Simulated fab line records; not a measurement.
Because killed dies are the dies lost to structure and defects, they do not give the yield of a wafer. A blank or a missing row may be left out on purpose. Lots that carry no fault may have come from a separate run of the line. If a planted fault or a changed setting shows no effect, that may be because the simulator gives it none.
Chamber matching :: flow nand harc :: NHARC_A_STAIRCASE_ETCH_444 on rie diel-01 has 4 sister chambers
The step etches the open film in C4F8/O2, target depth 20400 nm, time 6800 s. 16 wafers are shown with their chamber, then 8 later ones without.

## WAFERS PAIRED WITH THEIR CHAMBERS
wafer: L075.1
chamber: 0
rf vpp V (V): 817
oes product au (a.u.): 0.920

wafer: L075.2
chamber: 1
rf vpp V (V): 808
oes product au (a.u.): 0.930

wafer: L075.3
chamber: 2
rf vpp V (V): 800
oes product au (a.u.): 0.929

wafer: L075.4
chamber: 3
rf vpp V (V): 804
oes product au (a.u.): 0.914

wafer: L075.6
chamber: 2
rf vpp V (V): 800
oes product au (a.u.): 0.926

wafer: L075.5
chamber: 1
rf vpp V (V): 809
oes product au (a.u.): 0.929

wafer: L076.1
chamber: 3
rf vpp V (V): 802
oes product au (a.u.): 0.909

wafer: L076.2
chamber: 1
rf vpp V (V): 807
oes product au (a.u.): 0.936

wafer: L076.5
chamber: 1
rf vpp V (V): 809
oes product au (a.u.): 0.925

wafer: L077.2
chamber: 1
rf vpp V (V): 807
oes product au (a.u.): 0.929

wafer: L077.4
chamber: 0
rf vpp V (V): 815
oes product au (a.u.): 0.916

wafer: L077.6
chamber: 0
rf vpp V (V): 816
oes product au (a.u.): 0.920

wafer: L087.1
chamber: 0
rf vpp V (V): 816
oes product au (a.u.): 0.963

wafer: L087.4
chamber: 3
rf vpp V (V): 803
oes product au (a.u.): 0.949

wafer: L087.6
chamber: 3
rf vpp V (V): 802
oes product au (a.u.): 0.955

wafer: L092.3
chamber: 3
rf vpp V (V): 803
oes product au (a.u.): 0.963

SIGNATURES (averages over the wafers above)
reading: rf vpp V
chamber 0: 816.00
chamber 1: 808.00
chamber 2: 800.00
chamber 3: 802.80
scatter within a chamber: 0.856

reading: oes product au
chamber 0: 0.92975
chamber 1: 0.92980
chamber 2: 0.92750
chamber 3: 0.93800
scatter within a chamber: 0.0183
Rule: a wafer lies at a distance from a chamber equal to the root of the sum of squares, over the readings, of (its reading less the chamber's mean, divided by the reading's scatter). If the next closest chamber is less than 2 further off than the closest, the wafer can't be placed; otherwise it belongs to the closest. How the scatter is found: for the shown wafers, subtract from each reading the mean of its chamber, square and add these, divide the total by (wafers less chambers), then take the root.

## WAFERS WITH NO CHAMBER GIVEN
wafer: L092.4
rf vpp V (V): 808
oes product au (a.u.): 0.984

wafer: L092.6
rf vpp V (V): 807
oes product au (a.u.): 0.976

wafer: L097.1
rf vpp V (V): 802
oes product au (a.u.): 0.912

wafer: L097.2
rf vpp V (V): 807
oes product au (a.u.): 0.929

wafer: L097.5
rf vpp V (V): 816
oes product au (a.u.): 0.938

wafer: L095.3
rf vpp V (V): 816
oes product au (a.u.): 0.949

wafer: L095.4
rf vpp V (V): 807
oes product au (a.u.): 0.923

wafer: L095.6
rf vpp V (V): 814
oes product au (a.u.): 0.911

## EACH ONE'S CHAMBER
wafer: L092.4
from the rows above: 1
in truth: 1

wafer: L092.6
from the rows above: 1
in truth: 1

wafer: L097.1
from the rows above: can't be placed: 3 or 2
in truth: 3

wafer: L097.2
from the rows above: 1
in truth: 1

wafer: L097.5
from the rows above: 0
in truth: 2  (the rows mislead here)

wafer: L095.3
from the rows above: 0
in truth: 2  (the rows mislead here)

wafer: L095.4
from the rows above: 1
in truth: 1

wafer: L095.6
from the rows above: 0
in truth: 0
Correct placement for 5 of the 8. Can't be placed from these rows: 1 (the true chamber is among the candidates in 1). 2 placed wrongly.
